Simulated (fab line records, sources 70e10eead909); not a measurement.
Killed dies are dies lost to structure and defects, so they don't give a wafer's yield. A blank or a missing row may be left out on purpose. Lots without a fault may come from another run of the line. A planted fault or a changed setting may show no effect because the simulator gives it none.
Tool commonality check | flow nand_harc | 2 lots, 6 wafers sampled

WHY IT WAS OPENED
At NHARC_END_SORT_01 the reading killed_at_array is flagged on 2 of 2 lots. Wafers without a fault read 27, standard deviation 11.
Rule: a lot is flagged when every wafer of it that has a number lies more than 4 standard deviations from that mean, or none has a number. The other lots count as sound.

lot  | measured     | on        | killed_at_array, wafer by wafer | flag
L830 | day 22 03:23 | prober-02 | 238 227 202                     | FLAGGED
L829 | day 22 20:36 | prober-01 | 210 304 216                     | FLAGGED
The numbers of the flagged lots are 233 on average: +206 against the usual, or +19 standard deviations.

WHICH TOOL RAN EACH LOT
The record holds 4 process steps before the reading, out of a route of 1159 steps. In each cell: the tool, then ch and the chambers that the sampled wafers went through, then the start.
lot  | flag    | NHARC_A_STAIRCASE_TRIM_26                     | NHARC_A_STAIRCASE_STRIP_175          | NHARC_A_STAIRCASE_ETCH_190         | NHARC_A_STAIRCASE_TRIM_202
L830 | FLAGGED | rie_diel-02 ch 0,1,3, day 14 03:20 or earlier | plasma_asher-02 ch 0,1, day 14 03:20 | rie_diel-06 ch 0,2, day 14 05:17   | rie_diel-06 ch 0,1,2, day 22 03:23 or earlier
L829 | FLAGGED | rie_diel-06 ch 0,1, day 14 04:13 or earlier   | plasma_asher-02 ch 0,1, day 14 04:13 | rie_diel-06 ch 1,2,3, day 14 06:34 | rie_diel-06 ch 0,3, day 22 20:36 or earlier
What these steps do:
- NHARC_A_STAIRCASE_TRIM_26: chemistry O2, time 211.2 s.
- NHARC_A_STAIRCASE_STRIP_175: strips in O2.
- NHARC_A_STAIRCASE_ETCH_190: etches the open film in C4F8/O2, target depth 100 nm, time 40.5 s.
- NHARC_A_STAIRCASE_TRIM_202: chemistry O2, time 211.2 s.
- NHARC_END_SORT_01

FLAGGED OVER TOTAL, TOOL BY TOOL (the gauges that took the reading come last)
step                        | tool            | lots run | flagged | share of the flagged lots | sound lots run after its first flagged lot
NHARC_A_STAIRCASE_TRIM_26   | rie_diel-02     | 1        | 1       | some                      | 0
NHARC_A_STAIRCASE_TRIM_26   | rie_diel-06     | 1        | 1       | some                      | 0
NHARC_A_STAIRCASE_STRIP_175 | plasma_asher-02 | 2        | 2       | all                       | 0
NHARC_A_STAIRCASE_ETCH_190  | rie_diel-06     | 2        | 2       | all                       | 0
NHARC_A_STAIRCASE_TRIM_202  | rie_diel-06     | 2        | 2       | all                       | 0
NHARC_END_SORT_01           | prober-01       | 1        | 1       | some                      | 0
NHARC_END_SORT_01           | prober-02       | 1        | 1       | some                      | 0
NHARC_A_STAIRCASE_TRIM_26 gives no start for some lots, so the hours and the order of its lots are those of NHARC_A_STAIRCASE_STRIP_175. NHARC_A_STAIRCASE_TRIM_202 gives no start for some lots, so the hours and the order of its lots are those of NHARC_END_SORT_01.

WHAT THE TABLE ALLOWS
3 rows of the table ran every flagged lot: plasma_asher-02 at NHARC_A_STAIRCASE_STRIP_175, rie_diel-06 at NHARC_A_STAIRCASE_ETCH_190, rie_diel-06 at NHARC_A_STAIRCASE_TRIM_202.
- plasma_asher-02 at NHARC_A_STAIRCASE_STRIP_175: 2 of its 2 lots flagged. It ran no sound lot before its first flagged lot in this sample, so the start can't be narrowed down.
- rie_diel-06 at NHARC_A_STAIRCASE_ETCH_190: 2 of its 2 lots flagged. It ran no sound lot before its first flagged lot in this sample, so the start can't be narrowed down. Its own readings lie more than 4 standard deviations out on every wafer of the flagged lots: run_length_s.
- rie_diel-06 at NHARC_A_STAIRCASE_TRIM_202: 2 of its 2 lots flagged. It ran no sound lot before its first flagged lot in this sample, so the start can't be narrowed down.
Counting lots can't tell these 2 tools apart, because each fits a fault that began at some hour. More lots, or a look at what each step does to the wafer, might.

WHAT THE SIMULATOR HAD PUT IN
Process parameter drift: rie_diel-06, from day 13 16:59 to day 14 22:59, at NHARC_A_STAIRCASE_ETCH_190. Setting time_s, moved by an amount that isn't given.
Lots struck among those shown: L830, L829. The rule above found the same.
